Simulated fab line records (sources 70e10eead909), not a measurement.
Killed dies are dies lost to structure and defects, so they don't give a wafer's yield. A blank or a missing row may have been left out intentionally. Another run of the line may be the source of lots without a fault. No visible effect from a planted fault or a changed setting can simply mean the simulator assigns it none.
Which tool is to blame? ; flow nand harc ; Sampling: 11 lots, 33 wafers, 7 of 1159 route steps

## WHAT THE GAUGES SHOWED, per wafer
NHARC_A_BONDPAD_INSPECT_23.
lot;measured;on;raw defect count
L236;day 18 18:05;defect inspect-01;301 358 289
L234;day 18 19:45;defect inspect-02;481 432 481
L238;day 19 07:19;defect inspect-01;713 382 444
L237;day 19 08:32;defect inspect-01;371 469 359
L242;day 20 18:00;defect inspect-02;341 308 325
L245;day 20 18:47;defect inspect-01;484 520 410
L244;day 20 19:42;defect inspect-01;561 634 544
L247;day 21 09:02;defect inspect-02;518 601 316
L246;day 21 15:43;defect inspect-01;573 660 699
L250;day 22 11:41;defect inspect-02;564 448 457
L252;day 22 18:19;defect inspect-01;454 703 604

NHARC_THIN_TSV_CD_MEAS_12 targets a cd of 1000 nm.
lot;measured;on;cd nm (nm)
L236;day 19 08:53;cd sem-03;1000.4 1002.7 1001.3
L234;day 19 12:53;cd sem-02;998.1 1002.2 1001.5
L238;day 19 20:17;cd sem-03;999.1 1002.5 1003.8
L237;day 19 21:29;cd sem-02;1001.9 1001.0 1002.5
L242;day 21 06:40;cd sem-03;999.6 997.1 1000.7
L245;day 21 09:09;cd sem-02;997.3 1000.4 999.6
L244;day 21 10:31;cd sem-03;1002.1 1001.7 999.4
L247;day 21 22:56;cd sem-03;998.2 999.9 1000.1
L246;day 22 04:29;cd sem-02;993.2 992.8 992.3
L250;day 22 21:50;cd sem-01;992.8 991.5 989.9
L252;day 23 05:55;cd sem-03;1004.5 1002.4 1005.7

NHARC_THIN_TSV_CD_MEAS_37.
lot;measured;on;cd nm (nm)
L236;day 19 16:35;cd sem-01;4997.3 4999.2 4996.4
L234;day 19 20:32;cd sem-02;5001.2 5000.2 5003.6
L238;day 20 04:34;cd sem-02;5000.0 5000.7 5003.5
L237;day 20 05:08;cd sem-01;5002.8 5001.4 5004.5
L242;day 21 14:03;cd sem-01;5001.6 4996.2 5002.0
L245;day 21 16:34;cd sem-01;4996.4 5000.4 5000.0
L244;day 21 17:44;cd sem-02;5002.9 5001.6 5001.5
L247;day 22 06:23;cd sem-03;4993.6 4999.3 4997.3
L246;day 22 11:49;cd sem-02;4993.5 4989.6 4994.1
L250;day 23 05:10;cd sem-03;4988.5 4989.6 4983.6
L252;day 23 13:38;cd sem-01;5003.2 4998.1 5002.8

NHARC_END_SORT_01.
lot;measured;on;defect limited yield (%);killed at array;killed at other;killed at periphery;killed dies;killed open;killed short;sort_bin_2_pct (%);sort_bin_3_pct (%);sort_bin_4_pct (%);sort n pass;sort rim yield pct (%);sort yield pct (%)
L246;day 23 07:25;prober-01;94.2 93.8 94.7;31 37 29;3 2 0;5 3 7;39 42 36;10 5 4;3 2 5;1.5 2.1 1.5;0.30 0.44 0.59;4.0 3.7 3.2;638 635 641;94.3 98.1 97.2;94.2 93.8 94.7

## EACH LOT AND THE TOOL THAT RAN IT (in order: tool; ch and the chambers of the sampled wafers; start)
lot;NHARC_THIN_TSV_CMP_01;NHARC_THIN_TSV_EXPOSE_09;NHARC_THIN_TSV_ETCHBACK_48
L236;cmp-03 ch 0,1,3, day 19 07:40;krf scanner-01 ch 0, day 19 08:43;rie diel-02 ch 2,3, day 19 11:09
L234;cmp-02 ch 1,3, day 19 11:44;krf scanner-01 ch 0, day 19 12:44;rie diel-05 ch 1,2,3, day 19 15:13
L238;cmp-02 ch 0,2, day 19 18:59;krf scanner-02 ch 0, day 19 20:08;rie diel-05 ch 0,1,3, day 19 22:43
L237;cmp-01 ch 1,2,3, day 19 20:14;krf scanner-01 ch 0, day 19 21:20;rie diel-02 ch 1,2,3, day 19 23:47
L242;cmp-01 ch 1,2, day 21 05:21;krf scanner-04 ch 0, day 21 06:31;rie diel-13 ch 0,3, day 21 09:04
L245;cmp-01 ch 1,2,3, day 21 08:01;krf scanner-04 ch 0, day 21 08:59;rie diel-02 ch 2,3, day 21 11:25
L244;cmp-01 ch 0,1,3, day 21 09:10;krf scanner-02 ch 0, day 21 10:21;rie diel-13 ch 0,1,3, day 21 12:45
L247;cmp-01 ch 1,2,3, day 21 21:40;krf scanner-04 ch 0, day 21 22:47;rie diel-13 ch 0,2,3, day 22 01:19
L246;cmp-02 ch 1,2, day 22 03:17;krf scanner-04 ch 0, day 22 04:20;rie diel-05 ch 0,2,3, day 22 06:46
L250;cmp-03 ch 0,3, day 22 20:30;krf scanner-04 ch 0, day 22 21:41;rie diel-13 ch 0,2,3, day 23 00:04
L252;cmp-03 ch 2,3, day 23 04:43;krf scanner-01 ch 0, day 23 05:46;rie diel-02 ch 0,1, day 23 08:10
- NHARC_THIN_TSV_CMP_01: polishes.
- NHARC_THIN_TSV_EXPOSE_09: exposes mask TSV.
- NHARC_THIN_TSV_ETCHBACK_48: etches the open film in C4F8/Ar, target depth 1028.5 nm, time 405.17 s.

## WHAT THE TOOLS THEMSELVES READ (means of the sampled wafers that have a number; where no wafer has one, the mark that the record gives instead)
NHARC_THIN_TSV_CMP_01.
lot;tool;motor current A (A)
L236;cmp-03;12.2
L234;cmp-02;12.2
L238;cmp-02;11.4
L237;cmp-01;12.0
L242;cmp-01;11.8
L245;cmp-01;12.3
L244;cmp-01;11.9
L247;cmp-01;12.1
L246;cmp-02;12.3
L250;cmp-03;11.5
L252;cmp-03;10.9

NHARC_THIN_TSV_EXPOSE_09.
lot;tool;exposure dose mJ cm2
L236;krf scanner-01;30.75
L234;krf scanner-01;30.70
L238;krf scanner-02;30.74
L237;krf scanner-01;30.72
L242;krf scanner-04;30.72
L245;krf scanner-04;30.74
L244;krf scanner-02;30.70
L247;krf scanner-04;30.69
L246;krf scanner-04;19.87
L250;krf scanner-04;19.87
L252;krf scanner-01;30.72

NHARC_THIN_TSV_ETCHBACK_48.
lot;tool;oes product au (a.u.);rf vpp V (V)
L236;rie diel-02;0.92;548
L234;rie diel-05;0.92;548
L238;rie diel-05;0.98;547
L237;rie diel-02;0.93;549
L242;rie diel-13;0.92;543
L245;rie diel-02;1.01;547
L244;rie diel-13;0.93;544
L247;rie diel-13;0.99;544
L246;rie diel-05;0.91;546
L250;rie diel-13;1.00;545
L252;rie diel-02;0.99;549

## THE ANSWER, worked out from the rows above alone
Rule: usual is defined by the lots themselves. The widest of any qualifying gaps counts: lots, ordered by their means at a reading, are off when they make up no more than a third of the lots, leave a main group of 4 or more, and stand apart from it by 3 or more times the standard deviation of that group's means. Not used: any main group whose means are identical at the precision the tables above print for the reading. A lot without any number at a reading at which 4 lots or more have one is off too. Where the step has rows for the other lots, those lots are counted as sound. After the gauges, taken in route order, come the tools' own readings; for these a lot's mean is taken, as printed above. The first step at which some lot is off is used, and at that step the reading that is off furthest; a lot without a number counts as furthest.
Off: L246, L250, at NHARC_THIN_TSV_CD_MEAS_12 (cd nm). For the main group the mean is 1001.0 nm and the standard deviation 1.5.
A tool fits if, at a process step before that reading, it ran every lot that is off, and no sound lot after the first of them. Not tried: the gauges at NHARC_THIN_TSV_CD_MEAS_12; whatever is off there is also off at NHARC_THIN_TSV_EXPOSE_09, on other tools, and gauge error can't account for it. One fits: krf scanner-04 at NHARC_THIN_TSV_EXPOSE_09. Its last sound lot is L247 (day 21 22:47), its first lot that is off L246 (day 22 04:20): a fault that began between those two fits.
On the lots that are off, the tool's own readings at NHARC_THIN_TSV_EXPOSE_09 differ by more than 5 times the standard deviation of the sound lots' means, which bears it out; exposure dose mJ cm2 reads 19.87 there versus 30.72 on the sound lots.

## WHAT THE SIMULATOR HAD INSERTED
Drift in process parameters on krf scanner-04 at NHARC_THIN_TSV_EXPOSE_09, starting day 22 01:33. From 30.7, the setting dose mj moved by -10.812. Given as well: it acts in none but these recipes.
Lots struck among those shown: L246, L250. This agrees with what the rule above found.
